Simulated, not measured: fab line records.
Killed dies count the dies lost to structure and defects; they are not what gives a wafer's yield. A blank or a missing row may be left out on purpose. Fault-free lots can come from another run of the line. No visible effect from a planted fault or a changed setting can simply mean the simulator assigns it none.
Split-lot experiment || flow n5-finfet || 39 wafers read from 7 lots, route of 1938 steps

== ABOUT THE SPLIT ==
At N5_MOL_CONTACT_COAG_PRECLEAN_111 (cleans in NF3:NH3, afs cycles 1, time 20 s, sublimation time 60 s), the setting time-s was moved away from the recipe's 20 s on 15 of the 39 wafers read, by -20.2% to +59.9%. All remaining wafers had this setting at the recipe value.

== FROM THE SPLIT TO THE READING: what the file shows between them, 9 steps ==
- N5_MOL_CONTACT_COAG_TI_SIL_19: material Ti, target thk 4.2 nm, time 15 s
- N5_MOL_CONTACT_COAG_ALD_20: deposits TiN, target thk 1.5 nm, pulse time 1 s, purge time 3 s
- N5_MOL_CONTACT_COAG_PRECLEAN_125: cleans in DIW, time 57.5 s
- N5_MOL_CONTACT_COAG_SRD_126: dry time 32 s
- N5_MOL_CONTACT_COAG_CMP_23: polishes, stops on SiO2, t overpolish 1.5 s, target thk 0 nm
- N5_MOL_CONTACT_COAG_WET_ETCH_26: target Co, target depth 13 nm
- N5_MOL_CONTACT_COAG_WET_ETCH_116: etches the open film in SC1-inhibited, target depth 4.6 nm, rinse time 30 s
- N5_MOL_CONTACT_COAG_ALD_27: deposits SiOC, target thk 17 nm, pulse time 1.5 s, time 2720 s
- N5_MOL_CONTACT_COAG_CMP_28: polishes, stops on SiNx, t overpolish 0.85 s, target thk 14.522 nm

== THE READING ==
Values of MD_CAP_THK in nm from N5_MOL_CONTACT_COAG_THK_MEAS_29. A value of 17.90 nm with a standard deviation of 0.077 nm is what fault-free wafers of this fab line usually give.

{"wafer": "L078.1", "tool, chamber at the split": "remote-plasma-01, 0", "time-s as run, s": 29.73, "against the recipe": "+48.6%", "MD_CAP_THK, nm": 17.56, "against lot-mates on the recipe": -0.34}
{"wafer": "L078.2", "tool, chamber at the split": "remote-plasma-01, 0", "time-s as run, s": 20, "against the recipe": "recipe", "MD_CAP_THK, nm": 17.98, "against lot-mates on the recipe": "-"}
{"wafer": "L078.3", "tool, chamber at the split": "remote-plasma-01, 0", "time-s as run, s": 29.73, "against the recipe": "+48.6%", "MD_CAP_THK, nm": 17.69, "against lot-mates on the recipe": -0.21}
{"wafer": "L078.4", "tool, chamber at the split": "remote-plasma-01, 0", "time-s as run, s": 20, "against the recipe": "recipe", "MD_CAP_THK, nm": 17.85, "against lot-mates on the recipe": "-"}
{"wafer": "L078.5", "tool, chamber at the split": "remote-plasma-01, 0", "time-s as run, s": 29.73, "against the recipe": "+48.6%", "MD_CAP_THK, nm": 17.52, "against lot-mates on the recipe": -0.38}
{"wafer": "L078.6", "tool, chamber at the split": "remote-plasma-01, 0", "time-s as run, s": 20, "against the recipe": "recipe", "MD_CAP_THK, nm": 17.86, "against lot-mates on the recipe": "-"}
{"wafer": "L080.1", "tool, chamber at the split": "remote-plasma-02, 0", "time-s as run, s": 20, "against the recipe": "recipe", "MD_CAP_THK, nm": 17.95, "against lot-mates on the recipe": "-"}
{"wafer": "L080.2", "tool, chamber at the split": "remote-plasma-02, 0", "time-s as run, s": 29.2, "against the recipe": "+46.0%", "MD_CAP_THK, nm": 17.48, "against lot-mates on the recipe": -0.44}
{"wafer": "L080.3", "tool, chamber at the split": "remote-plasma-02, 0", "time-s as run, s": 29.2, "against the recipe": "+46.0%", "MD_CAP_THK, nm": 17.59, "against lot-mates on the recipe": -0.33}
{"wafer": "L080.4", "tool, chamber at the split": "remote-plasma-02, 0", "time-s as run, s": 29.2, "against the recipe": "+46.0%", "MD_CAP_THK, nm": 17.69, "against lot-mates on the recipe": -0.23}
{"wafer": "L080.5", "tool, chamber at the split": "remote-plasma-02, 0", "time-s as run, s": 20, "against the recipe": "recipe", "MD_CAP_THK, nm": 17.90, "against lot-mates on the recipe": "-"}
{"wafer": "L080.6", "tool, chamber at the split": "remote-plasma-02, 0", "time-s as run, s": 20, "against the recipe": "recipe", "MD_CAP_THK, nm": 17.91, "against lot-mates on the recipe": "-"}
{"wafer": "L082.1", "tool, chamber at the split": "remote-plasma-01, 1", "time-s as run, s": 20, "against the recipe": "recipe", "MD_CAP_THK, nm": 18.02, "against lot-mates on the recipe": "-"}
{"wafer": "L082.2", "tool, chamber at the split": "remote-plasma-01, 1", "time-s as run, s": 20, "against the recipe": "recipe", "MD_CAP_THK, nm": 17.93, "against lot-mates on the recipe": "-"}
{"wafer": "L082.3", "tool, chamber at the split": "remote-plasma-01, 1", "time-s as run, s": 26.98, "against the recipe": "+34.9%", "MD_CAP_THK, nm": 17.61, "against lot-mates on the recipe": -0.34}
{"wafer": "L082.4", "tool, chamber at the split": "remote-plasma-01, 1", "time-s as run, s": 26.98, "against the recipe": "+34.9%", "MD_CAP_THK, nm": 17.71, "against lot-mates on the recipe": -0.24}
{"wafer": "L082.5", "tool, chamber at the split": "remote-plasma-01, 1", "time-s as run, s": 20, "against the recipe": "recipe", "MD_CAP_THK, nm": 17.89, "against lot-mates on the recipe": "-"}
{"wafer": "L082.6", "tool, chamber at the split": "remote-plasma-01, 1", "time-s as run, s": 26.98, "against the recipe": "+34.9%", "MD_CAP_THK, nm": 17.72, "against lot-mates on the recipe": -0.23}
{"wafer": "L085.1", "tool, chamber at the split": "remote-plasma-01, 0", "time-s as run, s": 20, "against the recipe": "recipe", "MD_CAP_THK, nm": 17.78, "against lot-mates on the recipe": "-"}
{"wafer": "L085.2", "tool, chamber at the split": "remote-plasma-01, 0", "time-s as run, s": 20, "against the recipe": "recipe", "MD_CAP_THK, nm": 17.79, "against lot-mates on the recipe": "-"}
{"wafer": "L085.3", "tool, chamber at the split": "remote-plasma-01, 0", "time-s as run, s": 20, "against the recipe": "recipe", "MD_CAP_THK, nm": 17.77, "against lot-mates on the recipe": "-"}
{"wafer": "L085.4", "tool, chamber at the split": "remote-plasma-01, 0", "time-s as run, s": 20, "against the recipe": "recipe", "MD_CAP_THK, nm": 17.85, "against lot-mates on the recipe": "-"}
{"wafer": "L085.5", "tool, chamber at the split": "remote-plasma-01, 0", "time-s as run, s": 20, "against the recipe": "recipe", "MD_CAP_THK, nm": 17.86, "against lot-mates on the recipe": "-"}
{"wafer": "L085.6", "tool, chamber at the split": "remote-plasma-01, 0", "time-s as run, s": 20, "against the recipe": "recipe", "MD_CAP_THK, nm": 17.63, "against lot-mates on the recipe": "-"}
{"wafer": "L086.1", "tool, chamber at the split": "remote-plasma-01, 0", "time-s as run, s": 20, "against the recipe": "recipe", "MD_CAP_THK, nm": 17.91, "against lot-mates on the recipe": "-"}
{"wafer": "L086.2", "tool, chamber at the split": "remote-plasma-01, 0", "time-s as run, s": 15.97, "against the recipe": "-20.2%", "MD_CAP_THK, nm": 18.12, "against lot-mates on the recipe": "+0.21"}
{"wafer": "L086.3", "tool, chamber at the split": "remote-plasma-01, 0", "time-s as run, s": 15.97, "against the recipe": "-20.2%", "MD_CAP_THK, nm": 18.00, "against lot-mates on the recipe": "+0.09"}
{"wafer": "L086.4", "tool, chamber at the split": "remote-plasma-01, 0", "time-s as run, s": 15.97, "against the recipe": "-20.2%", "MD_CAP_THK, nm": 18.08, "against lot-mates on the recipe": "+0.17"}
{"wafer": "L086.5", "tool, chamber at the split": "remote-plasma-01, 0", "time-s as run, s": 20, "against the recipe": "recipe", "MD_CAP_THK, nm": 17.98, "against lot-mates on the recipe": "-"}
{"wafer": "L086.6", "tool, chamber at the split": "remote-plasma-01, 0", "time-s as run, s": 20, "against the recipe": "recipe", "MD_CAP_THK, nm": 17.85, "against lot-mates on the recipe": "-"}
{"wafer": "L089.2", "tool, chamber at the split": "remote-plasma-01, 0", "time-s as run, s": 20, "against the recipe": "recipe", "MD_CAP_THK, nm": 17.89, "against lot-mates on the recipe": "-"}
{"wafer": "L089.3", "tool, chamber at the split": "remote-plasma-01, 0", "time-s as run, s": 20, "against the recipe": "recipe", "MD_CAP_THK, nm": 17.87, "against lot-mates on the recipe": "-"}
{"wafer": "L089.6", "tool, chamber at the split": "remote-plasma-01, 0", "time-s as run, s": 20, "against the recipe": "recipe", "MD_CAP_THK, nm": 17.90, "against lot-mates on the recipe": "-"}
{"wafer": "L092.1", "tool, chamber at the split": "remote-plasma-01, 0", "time-s as run, s": 20, "against the recipe": "recipe", "MD_CAP_THK, nm": 17.94, "against lot-mates on the recipe": "-"}
{"wafer": "L092.2", "tool, chamber at the split": "remote-plasma-01, 0", "time-s as run, s": 31.99, "against the recipe": "+59.9%", "MD_CAP_THK, nm": 17.60, "against lot-mates on the recipe": -0.39}
{"wafer": "L092.3", "tool, chamber at the split": "remote-plasma-01, 0", "time-s as run, s": 31.99, "against the recipe": "+59.9%", "MD_CAP_THK, nm": 17.49, "against lot-mates on the recipe": -0.50}
{"wafer": "L092.4", "tool, chamber at the split": "remote-plasma-01, 0", "time-s as run, s": 20, "against the recipe": "recipe", "MD_CAP_THK, nm": 18.04, "against lot-mates on the recipe": "-"}
{"wafer": "L092.5", "tool, chamber at the split": "remote-plasma-01, 0", "time-s as run, s": 31.99, "against the recipe": "+59.9%", "MD_CAP_THK, nm": 17.63, "against lot-mates on the recipe": -0.36}
{"wafer": "L092.6", "tool, chamber at the split": "remote-plasma-01, 0", "time-s as run, s": 20, "against the recipe": "recipe", "MD_CAP_THK, nm": 17.99, "against lot-mates on the recipe": "-"}

FIT RESULTS
A straight line over all 39 wafers: MD_CAP_THK changes by -0.00613 nm for each +1% of time-s; r = -0.87; the points scatter about the line by 0.085 nm.
The same after taking each lot's own level away (the mean of its wafers on the recipe; 39 wafers): -0.00699 nm for each +1%; r = -0.94; scatter 0.061 nm.
The reading moves by 0.42 nm for the largest change in time-s, on that fit.
Across the lots, their own levels run from 17.780 to 17.990 nm, a range of 2.7 times the standard deviation given above.
Thus the slope moves with the lot-to-lot level: the two fits are different.
Check: with one of the wafers moved furthest among these (+59.9%) left out of the fit, the line predicts -0.422 nm for it against its lot-mates. It came out at -0.39 nm against them.

== THE WHOLE CHAIN: every reading that the file lists as answering this split, in the file's order ==
{"step": "N5_MOL_CONTACT_COAG_PRECLEAN_111", "what it does": "cleans in NF3:NH3, afs cycles 1, time 20 s, sublimation time 60 s", "reading": "SiNx_of_GATE_CUT_SAC_CAP_01.thk-nm (the simulator's own value, which no gauge read)", "change (the file's fit)": "-0.00898 nm for each +1% of the setting", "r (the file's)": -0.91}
{"step": "N5_MOL_CONTACT_COAG_PRECLEAN_111", "what it does": "cleans in NF3:NH3, afs cycles 1, time 20 s, sublimation time 60 s", "reading": "SiNx_of_SPACER0_ALD_07.thk-nm (the simulator's own value, which no gauge read)", "change (the file's fit)": "-0.00654 nm for each +1% of the setting", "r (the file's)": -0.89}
{"step": "N5_MOL_CONTACT_COAG_CMP_23", "what it does": "polishes, stops on SiO2, t overpolish 1.5 s, target thk 0 nm", "reading": "SiNx_of_GATE_CUT_SAC_CAP_01.thk-nm (the simulator's own value, which no gauge read)", "change (the file's fit)": "-0.00676 nm for each +1% of the setting", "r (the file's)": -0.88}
{"step": "N5_MOL_CONTACT_COAG_WET_ETCH_26", "what it does": "target Co, target depth 13 nm", "reading": "SiNx_of_GATE_CUT_SAC_CAP_01.thk-nm (the simulator's own value, which no gauge read)", "change (the file's fit)": "-0.00655 nm for each +1% of the setting", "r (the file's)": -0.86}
{"step": "N5_MOL_CONTACT_COAG_WET_ETCH_116", "what it does": "etches the open film in SC1-inhibited, target depth 4.6 nm, rinse time 30 s", "reading": "SiNx_of_GATE_CUT_SAC_CAP_01.thk-nm (the simulator's own value, which no gauge read)", "change (the file's fit)": "-0.00769 nm for each +1% of the setting", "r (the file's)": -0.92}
{"step": "N5_MOL_CONTACT_COAG_CMP_28", "what it does": "polishes, stops on SiNx, t overpolish 0.85 s, target thk 14.522 nm", "reading": "SiNx_of_GATE_CUT_SAC_CAP_01.thk-nm (the simulator's own value, which no gauge read)", "change (the file's fit)": "-0.00721 nm for each +1% of the setting", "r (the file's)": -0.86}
{"step": "N5_MOL_CONTACT_COAG_THK_MEAS_29", "what it does": "", "reading": "MD_CAP_THK", "change (the file's fit)": "-0.00699 for each +1% of the setting", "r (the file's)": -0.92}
{"step": "N5_MOL_CONTACT_COAG_ETCH_47", "what it does": "etches SiNx in CH3F/O2, stops on W, target depth 27 nm", "reading": "MOL_CONTACT_COAG.feature-depth-nm (the simulator's own value, which no gauge read)", "change (the file's fit)": "-0.00753 nm for each +1% of the setting", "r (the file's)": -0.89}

== FILE'S OWN FIT ==
MD_CAP_THK changes by -0.00699 nm for each +1% of time-s, r = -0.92.
